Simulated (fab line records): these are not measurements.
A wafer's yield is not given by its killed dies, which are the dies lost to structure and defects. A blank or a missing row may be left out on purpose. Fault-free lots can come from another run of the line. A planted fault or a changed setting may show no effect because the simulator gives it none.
Matching of chambers + flow n5_finfet + 4 sister chambers for N5_BEOL_M10_STRIP_67 on rie_diel-04
The step strips in CF4. 8 wafers are shown with their chamber, then 8 later ones without.

EACH WAFER AND ITS CHAMBER
| wafer  | chamber | drypump_motor_current_A (A) | showerhead_plenum_p_Torr (Torr) |
|--------|---------|-----------------------------|---------------------------------|
| L077.2 | 1       | 5.4                         | 1.80                            |
| L077.4 | 2       | 5.4                         | 1.74                            |
| L077.6 | 2       | 5.3                         | 1.74                            |
| L079.6 | 0       | 5.9                         | 1.73                            |
| L082.1 | 0       | 5.9                         | 1.73                            |
| L082.3 | 1       | 5.4                         | 1.79                            |
| L082.4 | 3       | 6.0                         | 1.77                            |
| L087.3 | 3       | 6.0                         | 1.76                            |

WAFERS WHOSE CHAMBER IS MISSING
| wafer  | drypump_motor_current_A (A) | showerhead_plenum_p_Torr (Torr) |
|--------|-----------------------------|---------------------------------|
| L087.5 | 5.4                         | 1.73                            |
| L087.6 | 5.4                         | 1.79                            |
| L091.2 | 5.9                         | 1.72                            |
| L091.5 | 5.3                         | 1.73                            |
| L091.6 | 5.4                         | 1.79                            |
| L090.1 | 5.9                         | 1.72                            |
| L090.3 | 5.4                         | 1.79                            |
| L090.5 | 6.0                         | 1.76                            |

WHICH CHAMBER EACH WENT THROUGH
| wafer  | from the rows above | in truth |
|--------|---------------------|----------|
| L087.5 | 2                   | 2        |
| L087.6 | 1                   | 1        |
| L091.2 | 0                   | 0        |
| L091.5 | 2                   | 2        |
| L091.6 | 1                   | 1        |
| L090.1 | 0                   | 0        |
| L090.3 | 1                   | 1        |
| L090.5 | 3                   | 3        |
Correct placement for 8 of the 8. Not placeable from these rows: 0. 0 placed wrongly.
How it was worked out, from the rows above alone: a wafer's distance from a chamber is the root of the sum, over the readings, of the square of ((its reading less the chamber's mean) divided by the reading's scatter). The wafer belongs to the nearest chamber; if the next one is less than 2 further off, it can't be placed. A chamber's mean is the mean of its shown wafers. How the scatter is found: for the shown wafers, subtract from each reading the mean of its chamber, square and add these, divide the total by (wafers less chambers), then take the root.
